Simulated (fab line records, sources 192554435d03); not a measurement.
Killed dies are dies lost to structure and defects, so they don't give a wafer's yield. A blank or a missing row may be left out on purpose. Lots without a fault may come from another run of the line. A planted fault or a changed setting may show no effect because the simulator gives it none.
Split-lot experiment | flow n5_finfet | 7 lots, 21 wafers read, on a route of 1938 steps

THE SPLIT
At N5_BEOL_M14_SPUTTER_43 (material TaN, target thk 15 nm, time 24.19 s), the setting time_s was moved away from the recipe's 24.19 s on 7 of the 21 wafers read, by -10.1% to +11.0%. The other wafers ran this setting at the recipe's value.

The reading is taken at the split's own step.

THE READING
TaN_of_BEOL_M14_SPUTTER_43.thk_nm (the simulator's own value, which no gauge read), in nm, at N5_BEOL_M14_SPUTTER_43 (material TaN, target thk 15 nm, time 24.19 s). The file gives no usual value for it. The 14 wafers here that ran the recipe average 15.1 nm, standard deviation 0.19 nm.

wafer  | tool, chamber at the split | time_s as run, s | against the recipe | TaN_of_BEOL_M14_SPUTTER_43.thk_nm, nm | against lot-mates on the recipe
L075.1 | pvd_sputter-01, -          | 24.19            | recipe             | 14.8                                  | -
L075.3 | pvd_sputter-01, -          | 26.86            | +11.0%             | 16.6                                  | +1.8
L075.6 | pvd_sputter-01, -          | 26.86            | +11.0%             | 16.4                                  | +1.6
L076.1 | pvd_sputter-02, -          | 24.19            | recipe             | 15.2                                  | -
L076.2 | pvd_sputter-02, -          | 23.21            | -4.1%              | 14.2                                  | -0.8
L076.6 | pvd_sputter-02, -          | 24.19            | recipe             | 14.8                                  | -
L085.4 | pvd_sputter-01, -          | 24.19            | recipe             | 15                                    | -
L085.5 | pvd_sputter-01, -          | 25.39            | +5.0%              | 15.6                                  | +0.7
L085.6 | pvd_sputter-01, -          | 24.19            | recipe             | 14.8                                  | -
L091.4 | pvd_sputter-03, -          | 24.19            | recipe             | 15.2                                  | -
L091.6 | pvd_sputter-03, -          | 24.19            | recipe             | 15.2                                  | -
L091.5 | pvd_sputter-03, -          | 21.74            | -10.1%             | 13.6                                  | -1.6
L094.1 | pvd_sputter-03, -          | 24.19            | recipe             | 15.4                                  | -
L094.2 | pvd_sputter-03, -          | 24.19            | recipe             | 15.2                                  | -
L094.3 | pvd_sputter-03, -          | 25.36            | +4.8%              | 16                                    | +0.7
L095.2 | pvd_sputter-02, -          | 22.6             | -6.6%              | 14                                    | -1.1
L095.3 | pvd_sputter-02, -          | 24.19            | recipe             | 15.2                                  | -
L095.6 | pvd_sputter-02, -          | 24.19            | recipe             | 15                                    | -
L097.1 | pvd_sputter-03, -          | 24.19            | recipe             | 14.8                                  | -
L097.3 | pvd_sputter-03, -          | 24.19            | recipe             | 15                                    | -
L097.4 | pvd_sputter-03, -          | 24.19            | recipe             | 15.2                                  | -

THE FIT
A straight line over all 21 wafers: TaN_of_BEOL_M14_SPUTTER_43.thk_nm changes by +0.142 nm for each +1% of time_s; r = +0.96; the points scatter about the line by 0.2 nm.
The same after taking each lot's own level away (the mean of its wafers on the recipe; 21 wafers): +0.157 nm for each +1%; r = +0.99; scatter 0.12 nm.
On that fit, the largest move of time_s shifts the reading by 1.7 nm.
The lots' own levels span 14.80 to 15.30 nm, that is 2.6 times the standard deviation above.
So the lot-to-lot level changes the slope little: the two slopes agree.
Check: with one of the wafers moved furthest among these (+11.0%) left out of the fit, the line predicts +1.68 nm for it against its lot-mates. It came out at +1.8 nm against them.

OTHER SPLITS ON THESE WAFERS
These wafers also went through other splits before the reading. Each is held against what the fit with the lots' levels taken away leaves over:
other split on the same wafers | wafers away from the commonest value | r with TaN_of_BEOL_M14_SPUTTER_43.thk_nm (lot level and that fit taken away)
N5_BEOL_M8_COAT_60 spin_rpm    | 7                                    | -0.17
N5_BEOL_M9_COAT_22 spin_rpm    | 5                                    | +0.19
N5_BEOL_M10_ETCH_41 source_w   | 8                                    | -0.08
N5_BEOL_M11_ETCH_66 time_s     | 5                                    | -0.07
N5_BEOL_M13_COAT_66 spin_rpm   | 6                                    | +0.31

THE FILE'S OWN FIT
TaN_of_BEOL_M14_SPUTTER_43.thk_nm changes by +0.158 nm for each +1% of time_s, r = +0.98.
